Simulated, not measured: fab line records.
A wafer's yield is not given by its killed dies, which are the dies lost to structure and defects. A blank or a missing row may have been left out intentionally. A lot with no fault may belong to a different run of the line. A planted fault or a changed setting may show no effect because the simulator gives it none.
Chamber matching | flow n5_finfet | 4 sister chambers for N5_SD_EPI_N_ETCH_34 on rie_diel-04
The step etches SiARC in CF4, target depth 45.5 nm, time 75.8 s. 4 wafers are shown with their chamber, then 7 later ones without.

WAFERS PAIRED WITH THEIR CHAMBERS
wafer  | chamber | showerhead_plenum_p_Torr (Torr)
L079.1 | 1       | 2.09
L090.5 | 0       | 2.18
L093.1 | 2       | 2.21
L093.3 | 3       | 2.11

WAFERS WITH NO CHAMBER GIVEN
wafer  | showerhead_plenum_p_Torr (Torr)
L093.4 | 2.18
L095.2 | 2.18
L095.3 | 2.21
L095.5 | 2.08
L097.3 | 2.08
L097.4 | 2.21
L097.6 | 2.11

THE CHAMBER EACH PASSED THROUGH
wafer  | from the rows above | in truth
L093.4 | 0                   | 0
L095.2 | 0                   | 0
L095.3 | 2                   | 2
L095.5 | 1                   | 1
L097.3 | 1                   | 1
L097.4 | 2                   | 2
L097.6 | 3                   | 3
7 of 7 placed correctly. From these rows, 0 cannot be placed. Placed wrongly: 0.
How it was worked out, from the rows above alone: a wafer's distance from a chamber is the root of the sum, over the readings, of the square of ((its reading less the chamber's mean) divided by the reading's scatter). If the next closest chamber is less than 2 further off than the closest, the wafer can't be placed; otherwise it belongs to the closest. For every chamber, the mean is computed from those of its wafers that are shown. The scatter (one wafer shown for each chamber): square how far every hidden wafer sits from the nearest shown wafer, average those squares and take the square root.
